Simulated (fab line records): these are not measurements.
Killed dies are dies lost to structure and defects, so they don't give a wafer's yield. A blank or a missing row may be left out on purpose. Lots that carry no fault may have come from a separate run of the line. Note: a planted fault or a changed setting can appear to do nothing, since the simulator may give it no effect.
fab line records :: flow n5_finfet
[record]
  lots = 4
  wafers = 12
  last_day = 17
route steps=1938 shown BEOL_M5@1185 BEOL_M6@1194 PASSIVATION@1936
lots with no fault: from the same line, run without faults
start_h: hours from the record's first day to the start of the lot's first wafer shown :: wait_h: hours from the lot's prior step to this one :: " repeats the value in the row above :: L1.1+2: one row covering several wafers at once :: - no value, or no start given :: * or withheld: withheld :: < > ~ a bound
route shown NAME@n: NAME is a module with steps in the file, n the number in the route of the first one :: usual: the fault-free wafers' mean and standard deviation :: same: alike in all rows :: chamber/n: place in a boat :: sites: each site's reading :: _std_site: the standard deviation of these :: _edge_site: inner sites' mean taken away from outer sites' mean :: radius_mm: how far each site lies from the wafer's centre :: mask NAME#n: copy n :: behind: the tool/chamber that last shaped the wafer :: hold: what put the lot on hold/how long, in hours/how the hold closed :: device: names the non-switching transistor (n, p or np) :: end of line: tests of these same wafers at the route's end :: where a step has no rows: the recipe by itself :: killed: dies that structure and defects cost at the first sort, which is not the same as the wafer's yield :: map: the dies of a wafer, with x for killed, . for not killed, _ for no die there
set.NAME: the run value of the setting; set.NAME@STEP: its run value at that earlier step :: model.NAME: the simulator's own value behind a step, which no gauge read
a table for each step, a row for each wafer; lots at some steps of the route
services: from which hour (start_h, from the record's first day; less than 0 if before it) a tool's chamber was out of use, for how many hours, and why
[[steps]]
[step N5_BEOL_M5_ANNEAL_51]
[recipe]
  temp_c = 225
  time_s = 90
  ambient = N2
[step N5_BEOL_M5_CMP_52]
[recipe]
  stop_on = SiCOH_lowk
  t_overpolish_s = 6.9
  down_force_psi = 1
  platen_rpm = 50
  clearing_platen_down_force_psi = 1.5
  clearing_platen_rpm = 50
  post_cmp_clean = cu_alkaline
  target_thk_nm = 62
  clearing_platen_pad_velocity_m_s = 0.99484
  pad_velocity_m_s = 0.99484
[step N5_BEOL_M5_PRE_CLEAN_77]
[recipe]
  gas = NH3/H2
  time_s = 15
  temp_c = *
  rf_power_w = 300
[step N5_BEOL_M5_CO_CAP_78]
[recipe]
  material = Co
  target_thk_a = 20
  temp_c = 200
  precursor = CCTBA/H2
  pressure_torr = 30
  time_s = 102.1
[step N5_BEOL_M5_PRE_CLEAN_55]
[recipe]
  gas = NH3
  time_s = 15
  temp_c = withheld
  rf_power_w = 300
[step N5_BEOL_M5_DEP_56]
[recipe]
  material = SiCN
  target_thk_a = 80
  temp_c = withheld
  precursor = 3MS/NH3
  pressure_torr = 3
  rf_w = 202
  time_s = 14
[step N5_BEOL_M6_ILD_DEP_00]
[recipe]
  material = SiCOH_lowk
  target_thk_a = 1797.5
  temp_c = 300
  precursor = DEMS/porogen
  pressure_torr = 5
  rf_w = 500
  time_s = 33.4
[step N5_BEOL_M6_CURE_74]
[recipe]
  temp_c = 385
  time_s = 240
  ambient = He/Ar
  material = SiCOH_lowk
[step N5_BEOL_M6_PECVD_70]
[recipe]
  material = SiO2
  target_thk_a = 200
  temp_c = 400
  precursor = TEOS/O2
  pressure_torr = 5.5
  rf_w = 450
  teos_flow_sccm = 53.8
  gas = O2
  flow_sccm = 3000
  time_s = 22.7
[usual]
  heater_power_w = 707/69
  showerhead_plenum_p_Torr = 8.75/0.084
  throttle_valve_pct = 22.2/0.67
lot.wafer: L474.3
tool: pecvd-02
chamber: 2
start_h: 202.15
wait_h: 0.0
heater_power_w: 660
showerhead_plenum_p_Torr: 8.64
throttle_valve_pct: 22.3
model.SiO2_of_BEOL_M6_PECVD_70.thk_nm: 20

lot.wafer: L474.5
tool: pecvd-02
chamber: 2
start_h: 202.15
wait_h: 0.0
heater_power_w: 670
showerhead_plenum_p_Torr: 8.63
throttle_valve_pct: 22.4
model.SiO2_of_BEOL_M6_PECVD_70.thk_nm: 20

lot.wafer: L474.6
tool: pecvd-02
chamber: 0
start_h: 202.15
wait_h: 0.0
heater_power_w: 704
showerhead_plenum_p_Torr: 8.86
throttle_valve_pct: 22.1
model.SiO2_of_BEOL_M6_PECVD_70.thk_nm: 20.4

lot.wafer: L484.2
tool: pecvd-02
chamber: 2
start_h: 260.41
wait_h: 0.0
heater_power_w: 635
showerhead_plenum_p_Torr: 8.64
throttle_valve_pct: 22.9
model.SiO2_of_BEOL_M6_PECVD_70.thk_nm: 14

lot.wafer: L484.3
tool: pecvd-02
chamber: 1
start_h: 260.41
wait_h: 0.0
heater_power_w: 662
showerhead_plenum_p_Torr: 8.61
throttle_valve_pct: 21.6
model.SiO2_of_BEOL_M6_PECVD_70.thk_nm: 19.4

lot.wafer: L484.5
tool: pecvd-02
chamber: 1
start_h: 260.41
wait_h: 0.0
heater_power_w: 678
showerhead_plenum_p_Torr: 8.60
throttle_valve_pct: 21.9
model.SiO2_of_BEOL_M6_PECVD_70.thk_nm: 13.6

lot.wafer: L485.1
tool: pecvd-04
chamber: 1
start_h: 278.32
wait_h: 0.0
heater_power_w: 640
showerhead_plenum_p_Torr: 8.85
throttle_valve_pct: 21.6
model.SiO2_of_BEOL_M6_PECVD_70.thk_nm: 19.8

lot.wafer: L485.5
tool: pecvd-04
chamber: 1
start_h: 278.32
wait_h: 0.0
heater_power_w: 647
showerhead_plenum_p_Torr: 8.85
throttle_valve_pct: 21.7
model.SiO2_of_BEOL_M6_PECVD_70.thk_nm: 20.4

lot.wafer: L485.6
tool: pecvd-04
chamber: 2
start_h: 278.32
wait_h: 0.0
heater_power_w: 768
showerhead_plenum_p_Torr: 8.82
throttle_valve_pct: 21.3
model.SiO2_of_BEOL_M6_PECVD_70.thk_nm: 20

lot.wafer: L490.2
tool: pecvd-02
chamber: 2
start_h: 301.34
wait_h: 0.0
heater_power_w: 751
showerhead_plenum_p_Torr: 8.64
throttle_valve_pct: 23.0
model.SiO2_of_BEOL_M6_PECVD_70.thk_nm: 13.8

lot.wafer: L490.5
tool: pecvd-02
chamber: 0
start_h: 301.34
wait_h: 0.0
heater_power_w: 627
showerhead_plenum_p_Torr: 8.85
throttle_valve_pct: 22.0
model.SiO2_of_BEOL_M6_PECVD_70.thk_nm: 13.8

lot.wafer: L490.6
tool: pecvd-02
chamber: 1
start_h: 301.34
wait_h: 0.0
heater_power_w: 786
showerhead_plenum_p_Torr: 8.63
throttle_valve_pct: 22.1
model.SiO2_of_BEOL_M6_PECVD_70.thk_nm: 13.2
[step N5_BEOL_M6_HM_DEP_02]
[recipe]
  material = TiN
  target_thk_a = 200
  temp_c = 25
  chamber_pressure_pa = 0.49996
[step N5_BEOL_M6_COAT_59]
[recipe]
  resist = SOC
  temp_c = 250
  time_s = 60
  spin_rpm = 1500
  resist_thk_nm = 100
[step N5_BEOL_M6_COAT_60]
[recipe]
  resist = SiARC
  temp_c = 220
  time_s = 60
  spin_rpm = 1500
  resist_thk_nm = 35
[step N5_BEOL_M6_COAT_05]
[recipe]
  resist = CAR-ArF
  spin_rpm = 1500
  resist_thk_nm = 90
[step N5_BEOL_M6_EBR_07]
[recipe]
  solvent = PGMEA
  ebr_width_mm = 1.5
[step N5_BEOL_M6_SOFTBAKE_06]
[recipe]
  temp_c = 110
  time_s = 60
  resist = CAR-ArF
[step N5_BEOL_M6_EXPOSE_08]
[recipe]
  mask_id = M6
  na = 1.35
  source_shape = dipole
  sigma_inner = 0.817
  sigma_outer = 0.97
  polarization = te
  dose_mj = 68.25
[step N5_BEOL_M6_PEB_09]
[recipe]
  peb_temp_c = withheld
  peb_time_s = 60
  resist = CAR-ArF
[step N5_BEOL_M6_DEVELOP_10]
[recipe]
  develop_time_s = 30
  developer = TMAH
  resist = CAR-ArF
  rinse_liquid = diw
  dry = air_spin
  dev_temp_c = 23
[step N5_BEOL_M6_DESCUM_16]
[recipe]
  chemistry = O2
  time_s = 7.9
  source_power_w = 50
  bias_power_w = 20
  pressure_mtorr = 20
  rf_frequency_hz = 2.712e+07
  temp_c = 40
  resist = CAR-ArF
  o2_flow_sccm = 225
[step N5_BEOL_M6_ETCH_61]
[recipe]
  chemistry = CF4
  target = SiARC
  target_depth_a = 455
  mask_material = CAR-ArF
  time_s = 75.8
  ion_energy_ev = 80
  pressure_mtorr = 40
  source_w = 545
  bias_w = 36
  Ar_flow_sccm = 100
  cf4_flow_sccm = 100
  ends = cleared
[step N5_BEOL_M6_ETCH_62]
[recipe]
  chemistry = N2/H2
  target = SOC
  target_depth_a = 1100
  overetch_a = 220
  mask_material = SiARC
  temp_c = 40
  time_s = 165
  ion_energy_ev = 200
  pressure_mtorr = 30
  source_w = 840
  bias_w = 150
  n2_flow_sccm = 200
  h2_flow_sccm = 200
[step N5_BEOL_M6_STRIP_68]
[recipe]
  chemistry = N2/H2
  temp_c = 40
  n2_flow_sccm = 200
  h2_flow_sccm = 200
  rf_frequency_hz = 6e+07
[step N5_BEOL_M6_STRIP_67]
[recipe]
  chemistry = CF4
  resist = SiARC
  power_w = 300
  bias_power_w = 75
  pressure_mtorr = 50
  cf4_flow_sccm = 150
  rf_frequency_hz = 6e+07
[step N5_BEOL_M6_HM_OPEN_17]
[recipe]
  chemistry = Cl2/BCl3
  target_depth_a = 200
  overetch_a = 60
  target = TiN
  mask_material = SOC
  ion_energy_ev = 150
  pressure_mtorr = 10
  icp_w = 1000
  bias_w = 126
  Cl2_flow_sccm = 53.25
  bcl3_flow_sccm = 21.75
  Ar_flow_sccm = 25
[step N5_BEOL_M6_STRIP_19]
[recipe]
  chemistry = O2
  power_w = 400
  temp_c = 40
  pressure_mtorr = 30
  rf_frequency_hz = 6e+07
  bias_power_w = 0
  overash_fraction = 0.2
  o2_flow_sccm = 225
[step N5_BEOL_M6_COAT_63]
[recipe]
  resist = SOC
  temp_c = 250
  time_s = 60
  spin_rpm = 1500
  resist_thk_nm = 60
[step N5_BEOL_M6_COAT_64]
[recipe]
  resist = SiARC
  temp_c = 220
  time_s = 60
  spin_rpm = 1500
  resist_thk_nm = 12
[step N5_BEOL_M6_COAT_71]
[recipe]
  resist = underlayer
  temp_c = 205
  time_s = 60
  spin_rpm = 1500
  resist_thk_nm = 5
[step N5_BEOL_M6_COAT_22]
[recipe]
  resist = CAR-EUV
  spin_rpm = 1500
  resist_thk_nm = 30
[step N5_BEOL_M6_EBR_24]
[recipe]
  solvent = PGMEA
  ebr_width_mm = 1.5
[step N5_BEOL_M6_SOFTBAKE_23]
[recipe]
  temp_c = 110
  time_s = 60
  resist = CAR-EUV
[step N5_BEOL_M6_EXPOSE_25]
[recipe]
  mask_id = V5
  na = 0.33
  source_shape = annular
  sigma_inner = 0.4
  sigma_outer = 0.8
  polarization = unpolarized
  target_cd_nm = 40
  dose_mj = 45
[step N5_BEOL_M6_PEB_26]
[recipe]
  peb_temp_c = 100
  peb_time_s = 60
  resist = CAR-EUV
[step N5_BEOL_M6_DEVELOP_27]
[recipe]
  develop_time_s = 30
  developer = TMAH
  resist = CAR-EUV
  rinse_liquid = surfactant_rinse
  dry = air_spin
  dev_temp_c = 23
[step N5_BEOL_M6_HM_STRIP_39]
[recipe]
  chemistry = peroxide_tin_strip
  material = TiN
  target_depth_a = 250
  temp_c = 50
  time_s = 158
lot.wafer: L474.3+5
tool: wet_bench-02
chamber: 5,3
start_h: 207.78
wait_h: 0.0
model.SiO2_of_BEOL_M6_PECVD_70.thk_nm: 19.8

lot.wafer: L474.6
tool: wet_bench-02
chamber: 6
start_h: 207.78
wait_h: 0.0
model.SiO2_of_BEOL_M6_PECVD_70.thk_nm: 20.2

lot.wafer: L484.2
tool: wet_bench-04
chamber: 5
start_h: 264.31
wait_h: 0.0
model.SiO2_of_BEOL_M6_PECVD_70.thk_nm: 13.8

lot.wafer: L484.3
tool: wet_bench-04
chamber: 4
start_h: 264.31
wait_h: 0.0
model.SiO2_of_BEOL_M6_PECVD_70.thk_nm: 19.2

lot.wafer: L484.5
tool: wet_bench-04
chamber: 1
start_h: 264.31
wait_h: 0.0
model.SiO2_of_BEOL_M6_PECVD_70.thk_nm: 13.4

lot.wafer: L485.1
tool: wet_bench-06
chamber: 3
start_h: 284.83
wait_h: 0.1
model.SiO2_of_BEOL_M6_PECVD_70.thk_nm: 19.6

lot.wafer: L485.5
tool: wet_bench-06
chamber: 7
start_h: 284.83
wait_h: 0.1
model.SiO2_of_BEOL_M6_PECVD_70.thk_nm: 20.2

lot.wafer: L485.6
tool: wet_bench-06
chamber: 0
start_h: 284.83
wait_h: 0.1
model.SiO2_of_BEOL_M6_PECVD_70.thk_nm: 20

lot.wafer: L490.2+5
tool: wet_bench-02
chamber: 1,3
start_h: 306.83
wait_h: 0.0
model.SiO2_of_BEOL_M6_PECVD_70.thk_nm: 13.6

lot.wafer: L490.6
tool: wet_bench-02
chamber: 4
start_h: 306.83
wait_h: 0.0
model.SiO2_of_BEOL_M6_PECVD_70.thk_nm: 13
[step N5_BEOL_M6_CMP_52]
[recipe]
  stop_on = SiCOH_lowk
  t_overpolish_s = 6.9
  down_force_psi = 1
  platen_rpm = 50
  clearing_platen_down_force_psi = 1.5
  clearing_platen_rpm = 50
  post_cmp_clean = cu_alkaline
  target_thk_nm = 80
  clearing_platen_pad_velocity_m_s = 0.99484
  pad_velocity_m_s = 0.99484
[usual]
  barrier_field_endpoint_s = 28.6/0.73
  clearing_platen_down_force_psi = 1.500/0.0033
  motor_current_A = 5.9/0.54
lot.wafer: L474.3
tool: cmp-03
chamber: 3
start_h: 209.64
wait_h: 0.2
barrier_field_endpoint_s: 29.2
clearing_platen_down_force_psi: 1.498
motor_current_A: 6.6

lot.wafer: L474.5
tool: cmp-03
chamber: 1
start_h: 209.64
wait_h: 0.2
barrier_field_endpoint_s: 28.2
clearing_platen_down_force_psi: 1.502
motor_current_A: 6.3

lot.wafer: L474.6
tool: cmp-03
chamber: 2
start_h: 209.64
wait_h: 0.2
barrier_field_endpoint_s: 29.5
clearing_platen_down_force_psi: 1.499
motor_current_A: 5.3

lot.wafer: L484.2
tool: cmp-01
chamber: 3
start_h: 269.71
wait_h: 0.2
barrier_field_endpoint_s: 21.3
clearing_platen_down_force_psi: 1.498
motor_current_A: 6.0

lot.wafer: L484.3
tool: cmp-01
chamber: 0
start_h: 269.71
wait_h: 0.2
barrier_field_endpoint_s: 27.8
clearing_platen_down_force_psi: 1.500
motor_current_A: 6.0

lot.wafer: L484.5
tool: cmp-01
chamber: 2
start_h: 269.71
wait_h: 0.2
barrier_field_endpoint_s: 20.9
clearing_platen_down_force_psi: 1.500
motor_current_A: 6.2

lot.wafer: L485.1
tool: cmp-03
chamber: 2
start_h: 287.45
wait_h: 0.4
barrier_field_endpoint_s: 28.5
clearing_platen_down_force_psi: 1.500
motor_current_A: 5.4

lot.wafer: L485.5
tool: cmp-03
chamber: 3
start_h: 287.45
wait_h: 0.4
barrier_field_endpoint_s: 29.6
clearing_platen_down_force_psi: 1.499
motor_current_A: 7.1

lot.wafer: L485.6
tool: cmp-03
chamber: 0
start_h: 287.45
wait_h: 0.4
barrier_field_endpoint_s: 28.2
clearing_platen_down_force_psi: 1.497
motor_current_A: 5.0

lot.wafer: L490.2
tool: cmp-02
chamber: 3
start_h: 309.58
wait_h: 0.3
barrier_field_endpoint_s: 20.2
clearing_platen_down_force_psi: 1.497
motor_current_A: 5.5

lot.wafer: L490.5
tool: cmp-02
chamber: 0
start_h: 309.58
wait_h: 0.3
barrier_field_endpoint_s: 20.5
clearing_platen_down_force_psi: 1.499
motor_current_A: 6.4

lot.wafer: L490.6
tool: cmp-02
chamber: 1
start_h: 309.58
wait_h: 0.3
barrier_field_endpoint_s: 21.1
clearing_platen_down_force_psi: 1.503
motor_current_A: 5.5
[step N5_PASSIVATION_PROBE_49]
[usual]
  defect_limited_yield = 91.1/1.4
  killed_at_M0_to_M3 = 32/9.4
  killed_at_M4_up = 14/5.1
  killed_at_contacts = 11/5.5
  killed_at_front_end = 44/13
  killed_at_other = 4/3.2
  killed_dies = 104/16
  killed_open = 70/12
  killed_short = 33/7.8
  sort_bin_5_function = 5.1/0.91
  sort_bin_6_memory = 3.4/0.63
  sort_n_pass = 1075/16
  sort_yield_pct = 91.2/1.4
[same]
  gross_dies = 1180
  killed_at_back_side = 0
  sort_bin_4_leakage[%] = 0
  sort_bin_8_speed[%] = 0
lot.wafer: L474.3
tool: prober-02
chamber: -
start_h: 293.28
wait_h: 0.1
defect_limited_yield[%]: 91.1
killed_at_M0_to_M3: 41
killed_at_M4_up: 13
killed_at_contacts: 12
killed_at_front_end: 35
killed_at_other: 4
killed_dies: 105
killed_open: 70
killed_short: 33
sort_bin_5_function[%]: 5.1
sort_bin_6_memory[%]: 3.4
sort_n_pass: 1075
sort_yield_pct[%]: 91.1

lot.wafer: L474.5
tool: prober-02
chamber: -
start_h: 293.38
wait_h: 0.2
defect_limited_yield[%]: 90.0
killed_at_M0_to_M3: 45
killed_at_M4_up: 17
killed_at_contacts: 7
killed_at_front_end: 46
killed_at_other: 3
killed_dies: 118
killed_open: 65
killed_short: 52
sort_bin_5_function[%]: 5.8
sort_bin_6_memory[%]: 4.0
sort_n_pass: 1062
sort_yield_pct[%]: 90.0

lot.wafer: L474.6
tool: prober-02
chamber: -
start_h: 293.43
wait_h: 0.3
defect_limited_yield[%]: 89.9
killed_at_M0_to_M3: 26
killed_at_M4_up: 22
killed_at_contacts: 8
killed_at_front_end: 53
killed_at_other: 10
killed_dies: 119
killed_open: 67
killed_short: 50
sort_bin_5_function[%]: 6.0
sort_bin_6_memory[%]: 3.8
sort_n_pass: 1061
sort_yield_pct[%]: 89.9
// killed by level:class
L474.3 MOL_CONTACT_COAG:geometric_particle:open=11 FIN_SAQP:geometric_particle:open=10 BEOL_M0_SAQP:geometric_particle:open=10 FIN_SAQP:geometric_particle:short=8 BEOL_M3:geometric_particle:open=8 BEOL_M0_SAQP:geometric_particle:short=6 GATE_CUT:geometric_particle:open=5 BEOL_M1:geometric_particle:open=5
L474.5 FIN_SAQP:geometric_particle:short=19 FIN_SAQP:geometric_particle:open=10 BEOL_M2:geometric_particle:open=10 BEOL_M3:geometric_particle:open=10 GATE_CUT:geometric_particle:short=5 BEOL_M0_SAQP:geometric_particle:open=5 BEOL_M0_SAQP:geometric_particle:short=5 BEOL_M5:geometric_particle:open=5
L474.6 FIN_SAQP:geometric_particle:short=15 FIN_SAQP:geometric_particle:open=11 STI_FIN_REVEAL:geometric_particle:open=11 MOL_CONTACT_COAG:geometric_particle:open=8 BEOL_M1:geometric_particle:open=8 BEOL_M4:geometric_particle:open=7 BEOL_M1:geometric_particle:short=5 ILD0:geometric_particle:short=4
[[services]]
tool: pecvd-04
chamber: 1
start_h: 188.30
hours: 16.5
kind: scheduled_down

tool: cmp-03
chamber: -
start_h: 191.08
hours: 4.0
kind: repair

tool: pecvd-04
chamber: -
start_h: 198.97
hours: 5.5
kind: pm

tool: cmp-01
chamber: -
start_h: 215.29
hours: 4.0
kind: pm

tool: cmp-01
chamber: -
start_h: 219.29
hours: -
kind: consumable_replace:conditioner

tool: cmp-01
chamber: -
start_h: 219.29
hours: -
kind: consumable_replace:pad

tool: wet_bench-06
chamber: -
start_h: 237.47
hours: 3.9
kind: repair

tool: cmp-01
chamber: -
start_h: 239.60
hours: 2.1
kind: repair

tool: cmp-01
chamber: -
start_h: 246.61
hours: 1.4
kind: repair

tool: cmp-02
chamber: -
start_h: 250.15
hours: 4.0
kind: pm

tool: cmp-03
chamber: -
start_h: 253.60
hours: 5.8
kind: pm

tool: cmp-02
chamber: -
start_h: 254.15
hours: -
kind: consumable_replace:conditioner

tool: cmp-02
chamber: -
start_h: 254.15
hours: -
kind: consumable_replace:pad

tool: cmp-02
chamber: -
start_h: 257.09
hours: 1.6
kind: repair

tool: cmp-01
chamber: -
start_h: 266.43
hours: 3.2
kind: repair

tool: cmp-01
chamber: -
start_h: 286.40
hours: 0.7
kind: repair

tool: pecvd-04
chamber: 1
start_h: 299.41
hours: 5.5
kind: scheduled_down
[[key]]
[first_sign]
  step = N5_BEOL_M6_CMP_52
  reading = barrier_field_endpoint_s
  direction = down
  sigmas = 11
  usual = 28.6
  struck = 20.8
effect none on later readings
[model_effect]
  step = N5_BEOL_M6_PECVD_70
  value = SiO2_of_BEOL_M6_PECVD_70.thk_nm
  without = 19.52
  struck = 13.68
[model_effect]
  step = N5_BEOL_M6_HM_STRIP_39
  value = SiO2_of_BEOL_M6_PECVD_70.thk_nm
  without = 19.36
  struck = 13.48
met_at N5_BEOL_M6_PECVD_70
struck_wafers L484.2,L484.5,L490.2,L490.5,L490.6
onset_between 202.15 260.41
[fault]
  kind = process_parameter_drift
  tool = pecvd-02
  chamber = -
  onset_h = 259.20
  steps = N5_BEOL_M6_PECVD_70
  channel = time_s
  offset = *
  shape = step
  end_h = 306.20
  scope = struck_wafers_only
  acts_in = *
  stated = *
